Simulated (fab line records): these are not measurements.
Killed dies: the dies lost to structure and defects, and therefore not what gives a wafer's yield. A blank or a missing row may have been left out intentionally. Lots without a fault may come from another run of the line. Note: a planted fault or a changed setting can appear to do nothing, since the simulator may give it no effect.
fab line records	flow n5Finfet
record: lots: 24	wafers: 72	lastDay: 18
route steps=1938 shown HKMG_FIN@451 GATE_CUT@466
lots untouched by any fault: they come from a run of this same line in which no faults occurred
startH: the number of hours between the record's first day and the start of the first shown wafer of the lot	waitH: hours elapsed since this lot's preceding step	" unchanged from the row above	L1.1+2: a single row standing in for several wafers	- no value, or no start given	* or withheld: withheld	< > ~ a bound
route shown NAME@n: a module of which the file shows steps, and the number in the route of the first	usual: average and standard deviation across the fault-free wafers	same: alike in all rows	chamber/n: place in a boat	sites: the reading at each site	_std_site: standard deviation across them	_edge_site: inner sites' mean taken away from outer sites' mean	radiusMm: how far each site lies from the wafer's centre	mask NAME#n: copy n	behind: the most recent tool/chamber to have shaped the wafer	hold: why the lot went on hold/how many hours it stayed there/how the hold came to an end	device: whichever transistor did not switch (one of n, p or np)	end of line: the same wafers' tests at the end of the route	step lacking rows: just its recipe	killed: not the wafer's yield, but the dies lost to structure and defects at the first sort	map: shows each die of a wafer: x if killed, . if not, _ if none is there
set.NAME: the setting the step ran with; set.NAME@STEP: the setting that earlier step ran with	model.NAME: the simulator's own value behind a step, which no gauge read
steps of the route over a sample of lots; a table a step, a row a wafer
services: from which hour (startH, from the record's first day; less than 0 if before it) a tool's chamber was out of use, for how many hours, and why
== steps ==
step: N5_HKMG_FIN_ETCH_67
recipe: chemistry: N2/H2	target: SOC	targetDepthA: 3889	stopOn: TiN	ionEnergyEv: 100	biasW: 61	pressureMtorr: 30	sourceW: 850	n2FlowSccm: 200	h2FlowSccm: 200
usual: drypumpMotorCurrentA: 5.8/0.37	oesProductAu: 0.77/0.099	rfVppV: 240.4/1.7	showerheadPlenumPTorr: 2.52/0.11	throttleValvePct: 17.87/0.27
lot.wafer	tool	chamber	startH	waitH	drypumpMotorCurrentA	oesProductAu	rfHoursCounterH	rfVppV	showerheadPlenumPTorr	throttleValvePct
L074.3	rieDiel-06	3	78.73	-	6.5	0.69	228	241.4	2.52	18.01
L074.4	"	2	"	"	6.3	0.71	212	240.0	2.52	17.96
L074.5	"	0	"	"	5.8	0.85	-	238.3	2.47	17.62
L075.1	rieDiel-03	1	86.71	-	5.9	0.69	228	242.8	2.62	18.41
L075.2	"	3	"	"	6.2	0.80	78	244.0	2.68	17.92
L075.5	"	1	"	"	5.9	0.69	-	241.5	2.62	18.40
L076.2	rieDiel-05	1	89.14	-	5.9	0.70	182	237.8	2.42	17.48
L076.3	"	0	"	"	5.3	0.72	204	237.9	2.42	18.32
L076.4	"	3	"	"	5.8	0.69	237	240.0	2.40	17.77
L077.1	rieDiel-05	1	99.23	-	5.9	0.70	185	238.3	2.42	17.50
L077.3	"	3	"	"	5.8	0.68	240	237.6	2.40	17.79
L077.4	"	2	"	"	5.4	0.69	245	238.8	2.40	17.90
L079.2	rieDiel-03	3	107.70	-	6.2	0.79	85	242.7	2.68	17.94
L079.4	"	2	"	"	6.2	0.76	138	238.7	2.35	18.00
L079.6	"	1	"	"	5.9	0.68	-	242.0	2.62	18.41
L078.1	rieDiel-05	3	109.78	-	5.8	0.68	244	240.9	2.40	17.79
L078.2	"	0	"	"	5.3	0.71	211	239.0	2.41	18.34
L078.5	"	1	"	"	6.0	0.69	-	240.4	2.42	17.51
L080.1	rieDiel-05	0	116.72	-	5.3	0.72	213	239.0	2.41	18.34
L080.2	"	1	"	"	5.9	0.70	192	239.5	2.42	17.51
L080.4	"	0	"	"	5.3	0.71	-	238.6	2.41	18.34
L081.1	rieDiel-03	2	124.43	-	6.2	0.76	146	238.2	2.35	18.01
L081.3	"	3	"	"	6.2	0.79	90	243.8	2.68	17.95
L081.6	"	0	"	"	5.6	0.71	-	240.4	2.52	17.72
L082.1	rieDiel-05	0	133.50	-	5.3	0.72	215	239.0	2.41	18.35
L082.3	"	3	"	"	5.8	0.69	248	238.9	2.40	17.80
L082.5	"	3	"	"	5.8	0.69	-	239.9	2.40	17.81
L083.1	rieDiel-06	1	134.92	-	5.4	0.92	13	243.2	2.71	17.72
L083.3	"	2	"	"	6.3	0.69	237	241.0	2.51	18.02
L083.4	"	1	"	"	5.4	0.92	-	242.8	2.71	17.72
L084.1	rieDiel-03	2	140.54	-	6.1	0.75	152	238.4	2.35	18.03
L084.3	"	3	"	"	6.1	0.78	97	242.3	2.68	17.97
L084.6	"	1	"	"	5.9	0.67	-	241.7	2.61	18.42
L085.3	rieDiel-06	2	147.48	-	6.3	0.67	243	240.4	2.51	18.02
L085.4	"	1	"	"	5.4	0.90	-	242.7	2.71	17.74
L085.5	"	2	"	"	6.3	0.68	-	240.5	2.51	18.02
L086.4	rieDiel-06	0	156.02	-	5.8	0.81	92	239.5	2.46	17.64
L086.5	"	2	"	"	6.3	0.68	-	239.1	2.51	18.03
L086.6	"	1	"	"	5.4	0.90	-	244.2	2.71	17.74
L087.1	rieDiel-06	3	158.55	-	6.5	0.95	3	240.5	2.51	17.62
L087.2	"	2	"	"	6.3	0.68	250	239.6	2.50	18.04
L087.5	"	1	"	"	5.4	0.89	-	243.5	2.70	17.74
L088.2	rieDiel-06	3	167.41	-	6.4	0.93	10	239.9	2.51	17.63
L088.4	"	0	"	"	5.8	0.81	-	239.3	2.46	17.67
L088.5	"	1	"	"	5.4	0.89	-	242.4	2.70	17.75
L089.1	rieDiel-03	2	171.80	-	6.1	0.74	168	238.0	2.34	18.05
L089.5	"	0	"	"	5.5	0.70	-	240.8	2.51	17.74
L089.6	"	3	"	"	6.2	0.77	-	241.5	2.67	18.00
L090.1	rieDiel-06	3	180.27	-	6.4	0.90	17	239.3	2.50	17.66
L090.2	"	2	"	"	6.3	0.98	4	239.0	2.50	17.62
L090.5	"	2	"	"	6.3	0.98	-	240.7	2.50	17.61
L091.2	rieDiel-06	0	182.95	-	5.8	0.80	108	239.0	2.45	17.68
L091.3	"	1	"	"	5.3	0.86	41	242.7	2.70	17.77
L091.6	"	0	"	"	5.8	0.80	-	240.2	2.45	17.69
L092.1	rieDiel-03	3	187.12	-	6.1	0.75	121	243.3	2.67	18.01
L092.3	"	0	"	"	5.5	0.69	230	240.1	2.51	17.77
L092.4	"	1	"	"	5.9	0.93	14	242.2	2.61	18.04
L093.3	rieDiel-05	1	196.95	-	6.0	0.68	203	239.2	2.41	17.54
L093.5	"	1	"	"	5.9	0.69	-	240.2	2.41	17.52
L093.6	"	2	"	"	5.4	0.95	-	243.9	2.71	17.54
L094.1	rieDiel-03	2	199.03	-	6.1	0.72	180	238.8	2.33	18.09
L094.2	"	1	"	"	5.9	0.91	20	241.9	2.60	18.05
L094.6	"	2	"	"	6.2	0.73	-	237.5	2.33	18.06
L095.2	rieDiel-06	1	208.34	-	5.3	0.85	49	241.4	2.69	17.80
L095.3	"	0	"	"	5.8	0.79	116	239.7	2.45	17.69
L095.5	"	2	"	"	6.3	0.94	-	241.1	2.50	17.63
L096.1	rieDiel-05	2	211.93	-	5.4	0.93	13	243.4	2.71	17.55
L096.2	"	3	"	"	5.8	0.96	3	243.2	2.72	17.37
L096.4	"	0	"	"	5.3	0.70	230	238.7	2.41	18.37
L097.1	rieDiel-03	1	218.31	-	5.9	0.89	28	241.4	2.60	18.05
L097.4	"	0	"	"	5.5	0.68	243	240.5	2.50	17.78
L097.6	"	3	"	"	6.2	0.76	-	242.3	2.66	18.01
step: N5_HKMG_FIN_INSPECT_28
recipe: inspectInstrument: darkfield	mode: postCmp
usual: rawDefectCount: 43/17
lot.wafer	tool	chamber	startH	waitH	rawDefectCount
L074.3	defectInspect-02	-	80.77	0.0	27
L074.4	"	-	"	"	58
L074.5	"	-	"	"	36
L075.1	defectInspect-02	-	88.73	0.0	62
L075.2	"	-	"	"	34
L075.5	"	-	"	"	34
L076.2	defectInspect-01	-	91.25	0.0	43
L076.3	"	-	"	"	57
L076.4	"	-	"	"	40
L077.1	defectInspect-01	-	101.21	0.0	48
L077.3	"	-	"	"	33
L077.4	"	-	"	"	31
L079.2	defectInspect-01	-	109.73	0.0	33
L079.4	"	-	"	"	107
L079.6	"	-	"	"	73
L078.1	defectInspect-01	-	112.41	0.0	56
L078.2	"	-	"	"	45
L078.5	"	-	"	"	53
L080.1	defectInspect-02	-	118.79	0.0	31
L080.2	"	-	"	"	40
L080.4	"	-	"	"	30
L081.1	defectInspect-02	-	126.71	0.0	56
L081.3	"	-	"	"	51
L081.6	"	-	"	"	35
L082.1	defectInspect-01	-	135.54	0.0	41
L082.3	"	-	"	"	51
L082.5	"	-	"	"	38
L083.1	defectInspect-02	-	136.93	0.0	41
L083.3	"	-	"	"	53
L083.4	"	-	"	"	76
L084.1	defectInspect-01	-	142.78	0.0	26
L084.3	"	-	"	"	36
L084.6	"	-	"	"	30
L085.3	defectInspect-01	-	149.50	0.0	43
L085.4	"	-	"	"	21
L085.5	"	-	"	"	38
L086.4	defectInspect-02	-	158.01	0.0	40
L086.5	"	-	"	"	31
L086.6	"	-	"	"	33
L087.1	defectInspect-02	-	160.54	0.0	56
L087.2	"	-	"	"	51
L087.5	"	-	"	"	37
L088.2	defectInspect-01	-	169.40	0.0	12
L088.4	"	-	"	"	51
L088.5	"	-	"	"	34
L089.1	defectInspect-01	-	173.80	0.0	29
L089.5	"	-	"	"	14
L089.6	"	-	"	"	39
L090.1	defectInspect-01	-	182.26	0.0	48
L090.2	"	-	"	"	78
L090.5	"	-	"	"	25
L091.2	defectInspect-02	-	184.94	0.0	31
L091.3	"	-	"	"	28
L091.6	"	-	"	"	89
L092.1	defectInspect-02	-	189.11	0.0	46
L092.3	"	-	"	"	26
L092.4	"	-	"	"	32
L093.3	defectInspect-02	-	198.94	0.0	45
L093.5	"	-	"	"	51
L093.6	"	-	"	"	82
L094.1	defectInspect-02	-	201.02	0.0	52
L094.2	"	-	"	"	38
L094.6	"	-	"	"	56
L095.2	defectInspect-02	-	210.33	0.0	37
L095.3	"	-	"	"	25
L095.5	"	-	"	"	16
L096.1	defectInspect-01	-	213.92	0.0	69
L096.2	"	-	"	"	50
L096.4	"	-	"	"	89
L097.1	defectInspect-02	-	220.30	0.0	44
L097.4	"	-	"	"	33
L097.6	"	-	"	"	32
step: N5_GATE_CUT_ETCH_56
recipe: chemistry: Cl2/Ar	target: TiN	targetDepthA: 216	pressureMtorr: 10	icpW: 600	biasW: 60	Cl2_flow_sccm: 40	Ar_flow_sccm: 60
usual: drypumpMotorCurrentA: 5.87/0.26	oes_ar_750_au: 0.80/0.087	oesProductAu: 0.81/0.089	throttleValvePct: 20.75/0.23
lot.wafer	tool	chamber	startH	waitH	drypumpMotorCurrentA	oes_ar_750_au	oesProductAu	rfHoursCounterH	throttleValvePct
L074.3	rieMetal-03	1	80.95	0.1	6.04	0.58	0.57	-	21.22
L074.4	"	0	"	"	5.75	0.88	0.88	-	20.34
L074.5	"	1	"	"	6.07	0.57	0.57	-	21.20
L075.1	rieMetal-01	0	88.88	0.1	5.43	0.73	0.73	64	20.67
L075.2	"	1	"	"	6.15	0.79	0.78	38	21.04
L075.5	"	1	"	"	6.12	0.78	0.78	-	21.05
L076.2	rieMetal-01	0	91.41	0.1	5.44	0.72	0.72	64	20.68
L076.3	"	1	"	"	6.17	0.78	0.78	-	21.06
L076.4	"	0	"	"	5.43	0.73	0.73	-	20.67
L077.1	rieMetal-01	0	101.37	0.1	5.41	0.73	0.72	65	20.68
L077.3	"	1	"	"	6.11	0.78	0.77	-	21.06
L077.4	"	0	"	"	5.42	0.73	0.72	-	20.68
L079.2	rieMetal-02	1	109.88	0.1	6.13	0.74	0.75	65	20.65
L079.4	"	1	"	"	6.13	0.74	0.74	-	20.66
L079.6	"	1	"	"	6.14	0.73	0.75	-	20.65
L078.1	rieMetal-01	0	112.56	0.1	5.43	0.73	0.72	66	20.69
L078.2	"	1	"	"	6.15	0.78	0.78	40	21.06
L078.5	"	0	"	"	5.42	0.72	0.72	-	20.67
L080.1	rieMetal-02	0	118.95	0.1	5.68	0.92	0.93	4	20.86
L080.2	"	1	"	"	6.13	0.73	0.73	66	20.65
L080.4	"	0	"	"	5.71	0.91	0.93	-	20.88
L081.1	rieMetal-02	1	126.86	0.1	6.14	0.73	0.74	67	20.64
L081.3	"	1	"	"	6.11	0.73	0.74	-	20.66
L081.6	"	0	"	"	5.67	0.91	0.92	-	20.86
L082.1	rieMetal-03	0	135.81	0.2	5.77	0.86	0.87	16	20.33
L082.3	"	0	"	"	5.81	0.85	0.87	-	20.35
L082.5	"	0	"	"	5.80	0.86	0.86	-	20.34
L083.1	rieMetal-01	0	137.09	0.1	5.42	0.72	0.72	67	20.68
L083.3	"	1	"	"	6.12	0.77	0.77	-	21.05
L083.4	"	0	"	"	5.42	0.72	0.72	-	20.69
L084.1	rieMetal-03	1	142.93	0.1	6.01	0.98	0.98	0	20.86
L084.3	"	0	"	"	5.85	0.85	0.87	-	20.35
L084.6	"	0	"	"	5.80	0.85	0.85	-	20.34
L085.3	rieMetal-02	1	149.68	0.1	6.12	0.72	0.73	-	20.66
L085.4	"	0	"	"	5.77	0.90	0.92	-	20.88
L085.5	"	0	"	"	5.73	0.91	0.92	-	20.84
L086.4	rieMetal-02	0	158.19	0.1	5.68	0.90	0.91	-	20.88
L086.5	"	0	"	"	5.72	0.90	0.91	-	20.88
L086.6	"	1	"	"	6.11	0.72	0.73	-	20.67
L087.1	rieMetal-01	1	160.69	0.1	6.15	0.77	0.76	44	21.05
L087.2	"	0	"	"	5.44	0.71	0.72	69	20.68
L087.5	"	0	"	"	5.44	0.71	0.72	-	20.70
L088.2	rieMetal-01	1	169.55	0.1	6.15	0.77	0.76	45	21.07
L088.4	"	1	"	"	6.17	0.76	0.76	-	21.06
L088.5	"	0	"	"	5.45	0.72	0.72	-	20.67
L089.1	rieMetal-03	0	173.95	0.1	5.78	0.84	0.86	19	20.33
L089.5	"	1	"	"	6.01	0.94	0.95	-	20.85
L089.6	"	0	"	"	5.82	0.84	0.86	-	20.36
L090.1	rieMetal-03	0	182.41	0.1	5.84	0.84	0.85	20	20.35
L090.2	"	1	"	"	6.02	0.93	0.92	3	20.86
L090.5	"	1	"	"	6.04	0.93	0.93	-	20.87
L091.2	rieMetal-02	0	185.09	0.1	5.68	0.88	0.87	11	20.91
L091.3	"	0	"	"	5.66	0.87	0.87	-	20.88
L091.6	"	1	"	"	6.12	0.72	0.72	-	20.68
L092.1	rieMetal-03	1	189.26	0.1	6.01	0.92	0.93	4	20.86
L092.3	"	0	"	"	5.79	0.83	0.85	-	20.35
L092.4	"	1	"	"	6.00	0.92	0.94	-	20.88
L093.3	rieMetal-02	1	199.13	0.1	6.12	0.71	0.72	-	20.68
L093.5	"	0	"	"	5.71	0.87	0.88	-	20.88
L093.6	"	1	"	"	6.11	0.71	0.72	-	20.70
L094.1	rieMetal-01	0	201.17	0.1	5.42	0.70	0.71	73	20.68
L094.2	"	1	"	"	6.10	0.76	0.75	47	21.07
L094.6	"	1	"	"	6.13	0.77	0.76	-	21.06
L095.2	rieMetal-02	1	210.48	0.1	6.12	0.72	0.73	74	20.67
L095.3	"	1	"	"	6.11	0.72	0.72	-	20.68
L095.5	"	1	"	"	6.11	0.71	0.72	-	20.67
L096.1	rieMetal-02	0	214.07	0.1	5.74	0.87	0.89	13	20.88
L096.2	"	1	"	"	6.11	0.71	0.72	75	20.67
L096.4	"	1	"	"	6.11	0.71	0.72	-	20.67
L097.1	rieMetal-03	0	220.46	0.1	5.82	0.82	0.84	22	20.35
L097.4	"	1	"	"	6.04	0.90	0.91	-	20.87
L097.6	"	1	"	"	6.05	0.91	0.91	-	20.88
step: N5_GATE_CUT_OVL_MEAS_14
recipe: pointsPerWafer: 522
usual: GATE_CUT_OVL: 0.1/0.64
lot.wafer	tool	chamber	startH	waitH	GATE_CUT_OVL[nm]
L074.3	overlay-01	0	84.43	0.0	0.3
L074.4	"	0	"	"	-0.5
L074.5	"	0	"	"	-0.1
L075.1	overlay-02	0	93.54	0.0	0.8
L075.2	"	0	"	"	-0.2
L075.5	"	0	"	"	0.2
L076.2	overlay-02	0	95.44	0.0	-0.7
L076.3	"	0	"	"	0.0
L076.4	"	0	"	"	-0.1
L077.1	overlay-01	0	105.02	0.0	-0.5
L077.3	"	0	"	"	-0.3
L077.4	"	0	"	"	-1.1
L079.2	overlay-01	0	113.47	0.0	0.8
L079.4	"	0	"	"	1.1
L079.6	"	0	"	"	0.1
L078.1	overlay-02	0	116.01	0.0	-0.9
L078.2	"	0	"	"	0.0
L078.5	"	0	"	"	0.8
L080.1	overlay-02	0	122.40	0.0	1.3
L080.2	"	0	"	"	0.8
L080.4	"	0	"	"	0.5
L081.1	overlay-01	0	130.32	0.0	1.0
L081.3	"	0	"	"	0.0
L081.6	"	0	"	"	0.1
L082.1	overlay-01	0	139.49	0.0	0.1
L082.3	"	0	"	"	0.7
L082.5	"	0	"	"	-0.5
L083.1	overlay-01	0	140.66	0.0	0.7
L083.3	"	0	"	"	0.0
L083.4	"	0	"	"	-0.7
L084.1	overlay-01	0	146.72	0.0	0.8
L084.3	"	0	"	"	1.0
L084.6	"	0	"	"	0.9
L085.3	overlay-02	0	153.28	0.0	0.8
L085.4	"	0	"	"	0.0
L085.5	"	0	"	"	-1.0
L086.4	overlay-01	0	161.89	0.0	0.5
L086.5	"	0	"	"	0.9
L086.6	"	0	"	"	0.1
L087.1	overlay-01	0	164.36	0.0	1.1
L087.2	"	0	"	"	0.3
L087.5	"	0	"	"	0.7
L088.2	overlay-01	0	173.14	0.0	0.7
L088.4	"	0	"	"	0.7
L088.5	"	0	"	"	0.4
L089.1	overlay-02	0	177.71	0.0	-0.8
L089.5	"	0	"	"	0.3
L089.6	"	0	"	"	0.1
L090.1	overlay-02	0	186.07	0.0	0.4
L090.2	"	0	"	"	0.6
L090.5	"	0	"	"	-0.4
L091.2	overlay-01	0	189.03	0.0	1.3
L091.3	"	0	"	"	0.2
L091.6	"	0	"	"	-0.1
L092.1	overlay-01	0	193.52	0.0	0.3
L092.3	"	0	"	"	0.3
L092.4	"	0	"	"	-0.8
L093.3	overlay-02	0	202.75	0.0	-0.2
L093.5	"	0	"	"	-0.4
L093.6	"	0	"	"	0.0
L094.1	overlay-01	0	204.95	0.0	-0.2
L094.2	"	0	"	"	-0.5
L094.6	"	0	"	"	-1.1
L095.2	overlay-01	0	213.94	0.0	-0.2
L095.3	"	0	"	"	0.3
L095.5	"	0	"	"	-0.3
L096.1	overlay-01	0	217.68	0.0	0.9
L096.2	"	0	"	"	0.4
L096.4	"	0	"	"	0.0
L097.1	overlay-02	0	224.29	0.0	0.2
L097.4	"	0	"	"	-0.7
L097.6	"	0	"	"	-1.3
step: N5_GATE_CUT_STRIP_21
recipe: chemistry: N2/H2	timeS: 30	powerW: 1000	tempC: 250	pressureMtorr: withheld	n2FlowSccm: 1750	h2FlowSccm: 3250
usual: drypumpMotorCurrentA: 5.86/0.26	heaterPowerW: 320/31
same: timeS: 30
lot.wafer	tool	chamber	startH	waitH	drypumpMotorCurrentA	heaterPowerW	rfHoursCounterH
L074.3	plasmaAsher-02	1	85.21	0.1	6.41	399	-
L074.4	"	0	"	"	5.88	306	-
L074.5	"	0	"	"	5.88	303	-
L075.1	plasmaAsher-01	1	94.32	0.0	5.78	302	41
L075.2	"	0	"	"	5.65	304	41
L075.5	"	0	"	"	5.67	299	-
L076.2	plasmaAsher-01	1	96.45	0.0	5.74	306	41
L076.3	"	1	"	"	5.74	301	-
L076.4	"	0	"	"	5.67	302	-
L077.1	plasmaAsher-01	0	105.79	0.0	5.66	316	43
L077.3	"	1	"	"	5.76	310	-
L077.4	"	0	"	"	5.67	312	-
L079.2	plasmaAsher-01	1	114.24	0.0	5.79	304	45
L079.4	"	0	"	"	5.68	300	-
L079.6	"	1	"	"	5.74	308	-
L078.1	plasmaAsher-02	0	116.81	0.0	5.92	303	92
L078.2	"	1	"	"	6.39	377	92
L078.5	"	1	"	"	6.39	385	-
L080.1	plasmaAsher-01	1	123.59	0.1	5.77	304	47
L080.2	"	0	"	"	5.64	318	47
L080.4	"	0	"	"	5.65	308	-
L081.1	plasmaAsher-01	0	131.40	0.1	5.67	314	48
L081.3	"	1	"	"	5.75	311	-
L081.6	"	1	"	"	5.75	315	-
L082.1	plasmaAsher-01	0	140.68	0.1	5.63	307	50
L082.3	"	0	"	"	5.65	310	-
L082.5	"	1	"	"	5.74	306	-
L083.1	plasmaAsher-01	1	141.94	0.0	5.77	309	50
L083.3	"	0	"	"	5.66	309	-
L083.4	"	1	"	"	5.75	299	-
L084.1	plasmaAsher-02	0	147.50	0.0	5.92	304	99
L084.3	"	0	"	"	5.92	299	-
L084.6	"	1	"	"	6.40	394	-
L085.3	plasmaAsher-01	1	154.06	0.1	5.73	308	-
L085.4	"	0	"	"	5.68	313	-
L085.5	"	0	"	"	5.66	303	-
L086.4	plasmaAsher-01	0	162.67	0.1	5.64	322	-
L086.5	"	0	"	"	5.64	304	-
L086.6	"	1	"	"	5.73	306	-
L087.1	plasmaAsher-01	1	165.13	0.0	5.76	305	53
L087.2	"	0	"	"	5.65	308	53
L087.5	"	1	"	"	5.78	302	-
L088.2	plasmaAsher-02	0	173.94	0.0	5.94	299	104
L088.4	"	0	"	"	5.93	304	-
L088.5	"	0	"	"	5.88	298	-
L089.1	plasmaAsher-02	1	178.48	0.0	6.36	396	105
L089.5	"	1	"	"	6.38	396	-
L089.6	"	0	"	"	5.93	295	-
L090.1	plasmaAsher-02	1	186.85	0.0	6.40	385	108
L090.2	"	0	"	"	5.93	292	108
L090.5	"	1	"	"	6.40	386	-
L091.2	plasmaAsher-01	1	189.97	0.0	5.76	306	58
L091.3	"	1	"	"	5.75	307	-
L091.6	"	1	"	"	5.76	301	-
L092.1	plasmaAsher-01	0	194.30	0.0	5.65	306	59
L092.3	"	0	"	"	5.65	314	-
L092.4	"	1	"	"	5.73	313	-
L093.3	plasmaAsher-01	1	203.84	0.1	5.75	299	-
L093.5	"	0	"	"	5.65	309	-
L093.6	"	1	"	"	5.76	309	-
L094.1	plasmaAsher-01	1	206.07	0.0	5.76	307	61
L094.2	"	0	"	"	5.66	309	61
L094.6	"	0	"	"	5.67	321	-
L095.2	plasmaAsher-01	0	214.71	0.0	5.67	310	63
L095.3	"	1	"	"	5.78	306	-
L095.5	"	1	"	"	5.75	303	-
L096.1	plasmaAsher-02	1	218.78	0.0	6.42	386	114
L096.2	"	0	"	"	5.92	305	114
L096.4	"	0	"	"	5.94	303	-
L097.1	plasmaAsher-02	1	225.14	0.0	6.42	386	114
L097.4	"	0	"	"	5.96	298	-
L097.6	"	0	"	"	5.92	305	-
step: N5_GATE_CUT_CMP_23
recipe: stopOn: SiO2	tOverpolishS: 23.4	postCmpClean: alkalineBrush	downForcePsi: 2.5	platenRpm: 51.8	padVelocityMS: 1.0307	targetThkNm: 16
usual: motorCurrentA: 9.3/0.62	overpolishRunS: 23.401/0.0098	timeToEndpointS: 19.2/1.7
same: tOverpolishS: 23.4
lot.wafer	tool	chamber	startH	waitH	motorCurrentA	overpolishRunS	timeToEndpointS
L074.3	cmp-04	1	87.02	0.8	9.4	23.407	20.8
L074.4	"	2	"	"	9.6	23.395	19.3
L074.5	"	1	"	"	9.6	23.407	16.3
L075.1	cmp-04	2	96.71	0.8	9.8	23.406	21.5
L075.2	"	3	"	"	8.9	23.406	19.4
L075.5	"	1	"	"	9.4	23.404	18.7
L076.4	cmp-01	1	98.09	0.8	8.6	23.403	23.5
L076.2	"	2	"	"	9.8	23.432	20.7
L076.3	"	0	"	"	9.3	23.397	20.6
L077.1	cmp-04	0	107.45	0.8	8.9	23.397	17.6
L077.4	"	1	"	"	9.7	23.410	20.6
L077.3	"	2	"	"	10.3	23.399	18.6
L079.4	cmp-01	2	115.88	0.0	10.1	23.403	20.5
L079.2	"	1	"	"	8.8	23.391	20.6
L079.6	"	2	"	"	10.2	23.419	18.3
L078.2	cmp-02	1	118.55	0.8	9.1	23.411	18.6
L078.1	"	2	"	"	9.3	23.389	20.5
L078.5	"	0	"	"	9.8	23.401	17.7
L080.2	cmp-04	0	125.81	1.0	9.1	23.399	18.7
L080.1	"	1	"	"	9.2	23.385	21.0
L080.4	"	2	"	"	9.7	23.398	19.9
L081.3	cmp-01	1	133.04	0.8	8.7	23.404	22.2
L081.1	"	3	"	"	10.2	23.397	20.5
L081.6	"	1	"	"	9.2	23.400	22.3
L082.3	cmp-04	3	142.40	0.8	9.3	23.416	19.0
L082.1	"	0	"	"	8.9	23.400	21.9
L082.5	"	1	"	"	9.7	23.397	23.6
L083.4	cmp-01	3	143.81	0.1	10.0	23.412	18.3
L083.1	"	0	"	"	9.6	23.388	22.6
L083.3	"	2	"	"	10.0	23.403	19.6
L084.3	cmp-02	0	149.31	0.9	9.9	23.391	17.6
L084.1	"	1	"	"	9.6	23.407	17.5
L084.6	"	0	"	"	9.4	23.413	16.9
L085.3	cmp-02	3	155.70	0.8	7.9	23.396	19.8
L085.4	"	1	"	"	9.1	23.410	18.5
L085.5	"	0	"	"	9.5	23.404	16.5
L086.4	cmp-02	3	164.55	1.0	8.0	23.397	20.9
L086.6	"	2	"	"	9.0	23.393	21.6
L086.5	"	3	"	"	8.4	23.390	19.5
L087.2	cmp-02	3	166.82	0.8	8.0	23.395	18.5
L087.1	"	1	"	"	9.2	23.392	17.9
L087.5	"	3	"	"	8.0	23.415	19.4
L088.2	cmp-02	3	175.66	0.8	8.2	23.396	18.6
L088.4	"	0	"	"	9.4	23.405	15.4
L088.5	"	1	"	"	8.9	23.420	16.8
L089.1	cmp-02	1	180.24	0.9	9.1	23.412	20.2
L089.6	"	2	"	"	9.3	23.409	20.7
L089.5	"	3	"	"	8.0	23.405	20.1
L090.2	cmp-01	2	189.57	0.8	9.4	23.393	19.6
L090.1	"	0	"	"	9.3	23.387	20.9
L090.5	"	2	"	"	10.4	23.409	19.3
L091.3	cmp-02	3	193.31	0.8	8.1	23.387	22.9
L091.2	"	1	"	"	8.9	23.379	19.7
L091.6	"	3	"	"	7.9	23.401	21.5
L092.4	cmp-04	0	195.94	0.8	8.9	23.421	17.9
L092.3	"	1	"	"	9.7	23.403	15.8
L092.1	"	2	"	"	9.7	23.391	17.8
L093.3	cmp-01	2	205.50	0.8	10.3	23.402	18.7
L093.6	"	1	"	"	8.5	23.403	17.7
L093.5	"	2	"	"	10.7	23.421	19.2
L094.2	cmp-04	1	207.75	0.8	9.2	23.403	19.9
L094.1	"	2	"	"	10.0	23.389	20.1
L094.6	"	1	"	"	9.5	23.398	19.4
L095.2	cmp-01	0	216.43	0.8	9.3	23.401	19.1
L095.3	"	1	"	"	8.9	23.407	18.9
L095.5	"	3	"	"	9.5	23.406	21.4
L096.1	cmp-01	0	220.43	0.8	9.4	23.406	17.8
L096.2	"	1	"	"	8.5	23.399	17.5
L096.4	"	2	"	"	10.3	23.406	19.5
L097.4	cmp-01	2	226.86	0.8	9.6	23.393	20.2
L097.1	"	3	"	"	10.3	23.410	19.2
L097.6	"	1	"	"	8.8	23.391	17.9
== services ==
tool	chamber	startH	hours	kind
cmp-04	-	56.85	4.0	pm
rieDiel-06	1	87.45	-	clean
rieDiel-06	1	87.45	-	consumableReplace:focusRing
rieDiel-06	1	87.45	-	consumableReplace:showerhead
rieDiel-06	1	87.45	24.6	scheduledDown
rieDiel-06	1	87.45	24.6	ventCycle
cmp-02	-	101.97	2.8	repair
cmp-02	-	109.63	1.5	repair
rieDiel-05	-	117.79	14.6	pm
cmp-01	-	123.11	4.0	pm
cmp-01	-	129.59	1.2	repair
cmp-04	-	130.10	0.3	repair
rieDiel-06	0	131.83	6.3	repair
cmp-02	-	141.17	2.8	pm
rieDiel-05	-	143.02	12.1	repair
cmp-01	-	148.50	5.8	pm
cmp-04	-	159.45	7.9	repair
rieDiel-03	0	160.20	1.9	repair
cmp-01	-	161.64	7.7	pm
rieDiel-05	2	178.77	4.2	repair
cmp-02	-	183.58	4.0	pm
rieMetal-02	-	196.03	2.8	pm
cmp-04	-	212.19	2.0	repair
cmp-04	-	217.08	3.9	pm
== key ==
fault none
